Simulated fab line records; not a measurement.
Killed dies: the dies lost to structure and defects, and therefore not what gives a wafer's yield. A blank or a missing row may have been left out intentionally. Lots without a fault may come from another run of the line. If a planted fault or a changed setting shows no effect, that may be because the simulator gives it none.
Matching of chambers || flow nand harc || 4 sister chambers for NHARC_A_CONTACT_ETCH_92 on rie diel-05
The step etches the open film in CH3F/O2, target depth 40 nm, time 85.7 s. 4 wafers are shown with their chamber, then 11 later ones without.

WAFERS WITH THEIR CHAMBER
{"wafer": "L079.5", "chamber": 1, "showerhead plenum p Torr (Torr)": 2.60}
{"wafer": "L090.3", "chamber": 2, "showerhead plenum p Torr (Torr)": 2.32}
{"wafer": "L090.6", "chamber": 0, "showerhead plenum p Torr (Torr)": 2.43}
{"wafer": "L091.1", "chamber": 3, "showerhead plenum p Torr (Torr)": 2.64}

WAFERS WITHOUT THEIR CHAMBER
{"wafer": "L091.3", "showerhead plenum p Torr (Torr)": 2.43}
{"wafer": "L091.4", "showerhead plenum p Torr (Torr)": 2.59}
{"wafer": "L094.3", "showerhead plenum p Torr (Torr)": 2.32}
{"wafer": "L094.4", "showerhead plenum p Torr (Torr)": 2.43}
{"wafer": "L094.5", "showerhead plenum p Torr (Torr)": 2.64}
{"wafer": "L095.1", "showerhead plenum p Torr (Torr)": 2.64}
{"wafer": "L095.4", "showerhead plenum p Torr (Torr)": 2.59}
{"wafer": "L095.5", "showerhead plenum p Torr (Torr)": 2.32}
{"wafer": "L097.1", "showerhead plenum p Torr (Torr)": 2.42}
{"wafer": "L097.4", "showerhead plenum p Torr (Torr)": 2.64}
{"wafer": "L097.5", "showerhead plenum p Torr (Torr)": 2.32}

THE CHAMBER EACH PASSED THROUGH
{"wafer": "L091.3", "from the rows above": 0, "in truth": 0}
{"wafer": "L091.4", "from the rows above": 1, "in truth": 1}
{"wafer": "L094.3", "from the rows above": 2, "in truth": 2}
{"wafer": "L094.4", "from the rows above": 0, "in truth": 0}
{"wafer": "L094.5", "from the rows above": 3, "in truth": 3}
{"wafer": "L095.1", "from the rows above": 3, "in truth": 3}
{"wafer": "L095.4", "from the rows above": 1, "in truth": 1}
{"wafer": "L095.5", "from the rows above": 2, "in truth": 2}
{"wafer": "L097.1", "from the rows above": 0, "in truth": 0}
{"wafer": "L097.4", "from the rows above": 3, "in truth": 3}
{"wafer": "L097.5", "from the rows above": 2, "in truth": 2}
Correct placement for 11 of the 11. Can't be placed from these rows: 0. Wrongly placed: 0.
How it was worked out, from the rows above alone: a wafer's distance from a chamber is the root of the sum, over the readings, of the square of ((its reading less the chamber's mean) divided by the reading's scatter). If the next closest chamber is less than 2 further off than the closest, the wafer can't be placed; otherwise it belongs to the closest. The mean given for a chamber averages the wafers shown for that chamber. The scatter: root of mean squared gap, hidden wafer to nearest shown wafer, with one shown wafer a chamber.
